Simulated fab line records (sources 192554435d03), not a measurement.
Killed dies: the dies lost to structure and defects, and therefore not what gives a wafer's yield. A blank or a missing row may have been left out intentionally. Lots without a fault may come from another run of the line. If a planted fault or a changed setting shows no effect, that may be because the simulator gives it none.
A single fault, viewed from 3 desks || flow n5 finfet || what lay behind the numbers comes last; until then each desk has only its own
Where a reading is given only as a bound, like >300, the bound stands for it, and a mean or a difference that rests on one is marked > or <: the true number lies beyond.

## METROLOGY DESK
Lot by lot, what the gauges showed, no matter which tool ran the lot: averages of those sampled wafers that carry a number. Any lot whose mean is over 4 standard deviations away from the usual mean is out of limits and marked OUT; that distance is given in the brackets. Readings shown: 7 of its 11, picked as those furthest out on some lot.
Columns: A = DIBL_N at N5_BEOL_M4_RC_MEAS_101, usual 37.2 mV/V; B = DIBL_P at N5_BEOL_M4_RC_MEAS_101, usual 37.3 mV/V; C = IOFF_N at N5_BEOL_M4_RC_MEAS_101, usual 0.18 nA/um; D = IOFF_P at N5_BEOL_M4_RC_MEAS_101, usual 0.24 nA/um; E = SS_N at N5_BEOL_M4_RC_MEAS_101, usual 71.8 mV/dec; F = SS_P at N5_BEOL_M4_RC_MEAS_101, usual 73.5 mV/dec; G = VT_P at N5_BEOL_M4_RC_MEAS_101, usual -248 mV
{"lot": "L612", "first seen here": "day 5 09:58", "A": 37.0, "B": 37.0, "C": 0.17, "D": 0.22, "E": 71.4, "F": 73.1, "G": -249}
{"lot": "L618", "first seen here": "day 7 00:39", "A": 35.2, "B": 35.0, "C": 0.14, "D": 0.21, "E": 71.3, "F": 73.1, "G": -249}
{"lot": "L619", "first seen here": "day 7 08:08", "A": 36.3, "B": 37.5, "C": 0.16, "D": 0.21, "E": 71.2, "F": 73.3, "G": -252}
{"lot": "L620", "first seen here": "day 7 10:13", "A": 36.4, "B": 37.4, "C": 0.17, "D": 0.23, "E": 71.7, "F": 73.3, "G": -249}
{"lot": "L621", "first seen here": "day 7 13:08", "A": 34.9, "B": 35.6, "C": 0.16, "D": 0.25, "E": 71.6, "F": 73.6, "G": -243}
{"lot": "L629", "first seen here": "day 11 04:02", "A": 39.5, "B": 40.5, "C": 0.21, "D": 0.30, "E": 73.0, "F": 74.2, "G": -245}
{"lot": "L632", "first seen here": "day 11 07:34", "A": 37.2, "B": 35.7, "C": 0.16, "D": 0.21, "E": 71.6, "F": 73.2, "G": -249}
{"lot": "L630", "first seen here": "day 11 09:03", "A": 36.1, "B": 38.5, "C": 0.17, "D": 0.25, "E": 72.2, "F": 73.4, "G": -247}
{"lot": "L634", "first seen here": "day 11 09:17", "A": 34.0, "B": 35.7, "C": 0.13, "D": 0.21, "E": 71.0, "F": 72.5, "G": -250}
Result from this desk: across the 9 lots, nothing is out of limits.

## THE DEFECT DESK
Per lot, the means of the sampled wafers with a number show what the inspections along the route counted. Any lot whose mean is over 4 standard deviations away from the usual mean is out of limits and marked OUT; that distance is given in the brackets.
Columns: A = raw defect count at N5_BEOL_M0_SAQP_INSPECT_16, usual 516; B = raw defect count at N5_BEOL_M0_SAQP_INSPECT_42, usual 289; C = raw defect count at N5_BEOL_M0_CUTY_INSPECT_59, usual 2.1
{"lot": "L612", "first seen here": "day 5 10:00", "A": 643, "B": 201, "C": 3.0}
{"lot": "L618", "first seen here": "day 7 00:40", "A": 499, "B": 247, "C": 2.0}
{"lot": "L619", "first seen here": "day 7 08:10", "A": 679, "B": 418, "C": 2.3}
{"lot": "L620", "first seen here": "day 7 10:14", "A": 985, "B": "877 (+7.9) OUT", "C": ">300 (+99 or more) OUT"}
{"lot": "L621", "first seen here": "day 7 13:10", "A": "1199 (+5.3) OUT", "B": "869 (+7.8) OUT", "C": ">300 (+99 or more) OUT"}
{"lot": "L629", "first seen here": "day 11 04:03", "A": 461, "B": 283, "C": 0.5}
{"lot": "L632", "first seen here": "day 11 07:35", "A": 455, "B": 256, "C": 3.3}
{"lot": "L630", "first seen here": "day 11 09:04", "A": 444, "B": 256, "C": 2.0}
{"lot": "L634", "first seen here": "day 11 09:18", "A": 572, "B": 326, "C": 0.5}
Finding of this desk: L620, L621 out of limits; the first was L621 at day 7 13:10, on raw defect count at N5_BEOL_M0_SAQP_INSPECT_16. L612, L618, L619, L629, L632, L630, L634 stayed within limits.

## AT THE TOOL OWNER'S DESK: pecvd-04
The tool's own readings at N5_BEOL_M0_SAQP_PECVD_04 (deposits a-Si from SiH4/He, target thk 60 nm, time 60.2 s): means of the sampled wafers that have a number, for each lot that ran on this tool. Any lot whose mean is over 4 standard deviations away from the usual mean is out of limits and marked OUT; that distance is given in the brackets.
Columns: A = heater power w at N5_BEOL_M0_SAQP_PECVD_04, usual 646 W; B = showerhead plenum p Torr at N5_BEOL_M0_SAQP_PECVD_04, usual 5.68 Torr; C = throttle valve pct at N5_BEOL_M0_SAQP_PECVD_04, usual 18.4 %
{"lot": "L612", "first seen here": "day 5 09:29", "A": 715, "B": 5.66, "C": 19.0}
{"lot": "L618", "first seen here": "day 7 00:02", "A": 697, "B": 5.67, "C": 19.5}
{"lot": "L619", "first seen here": "day 7 07:40", "A": 775, "B": 5.62, "C": 19.9}
{"lot": "L620", "first seen here": "day 7 09:36", "A": 747, "B": 5.67, "C": 19.0}
{"lot": "L621", "first seen here": "day 7 12:40", "A": 709, "B": 5.66, "C": 18.6}
{"lot": "L629", "first seen here": "day 11 03:25", "A": 678, "B": 5.64, "C": 18.9}
{"lot": "L632", "first seen here": "day 11 06:58", "A": 722, "B": 5.73, "C": 18.6}
Result from this desk: across the 7 lots, nothing is out of limits.

## BROUGHT TOGETHER
The defect desk could have raised an alarm at day 7 13:10, on L620, L621.
From the metrology desk's view, nothing was out of limits.
The desk of the tool owner found nothing out of limits.
The metrology desk holds a record of L620, L621, inside its limits.
Tool owner's desk: L620, L621 on record, inside its limits.
On pecvd-04, each named lot ran N5_BEOL_M0_SAQP_PECVD_04.

## WHAT WAS PUT IN BY THE SIMULATOR
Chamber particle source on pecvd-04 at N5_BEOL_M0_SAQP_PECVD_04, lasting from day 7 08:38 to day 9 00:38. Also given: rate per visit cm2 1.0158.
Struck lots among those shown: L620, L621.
Hours from the fault's start to each desk's first reading out of limits: the defect desk, 5.
